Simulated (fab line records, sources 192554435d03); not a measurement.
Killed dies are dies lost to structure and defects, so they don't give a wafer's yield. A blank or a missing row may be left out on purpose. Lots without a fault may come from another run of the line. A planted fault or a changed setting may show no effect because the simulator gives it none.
Chamber matching | flow n5_finfet | N5_MOL_CONTACT_COAG_ETCH_106 on rie_diel-02: 4 sister chambers
The step etches SOC in N2/H2, target depth 80 nm, overetch 16 nm, time 120 s. 4 wafers are shown with their chamber, then 7 later ones without.

WAFERS WITH THEIR CHAMBER
wafer  | chamber | showerhead_plenum_p_Torr (Torr)
L081.6 | 2       | 2.59
L088.3 | 3       | 2.69
L089.1 | 0       | 2.62
L089.3 | 1       | 2.71

WAFERS WITHOUT THEIR CHAMBER
wafer  | showerhead_plenum_p_Torr (Torr)
L089.5 | 2.71
L093.2 | 2.69
L093.4 | 2.58
L093.5 | 2.70
L094.2 | 2.69
L094.4 | 2.58
L094.6 | 2.58

WHICH CHAMBER EACH WENT THROUGH
wafer  | from the rows above     | in truth
L089.5 | 1                       | 1
L093.2 | 3                       | 3
L093.4 | 2                       | 2
L093.5 | can't be placed: 1 or 3 | 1
L094.2 | 3                       | 3
L094.4 | 2                       | 2
L094.6 | 2                       | 2
Placed correctly: 6 of 7. Can't be placed from these rows: 1 (the true chamber is among the candidates in 1). Placed wrongly: 0.
How it was worked out, from the rows above alone: a wafer's distance from a chamber is the root of the sum, over the readings, of the square of ((its reading less the chamber's mean) divided by the reading's scatter). The wafer belongs to the nearest chamber; if the next one is less than 2 further off, it can't be placed. A chamber's mean is the mean of its shown wafers. The scatter: with one shown wafer a chamber, the root of the mean of the squares of how far each hidden wafer lies from its nearest shown one.
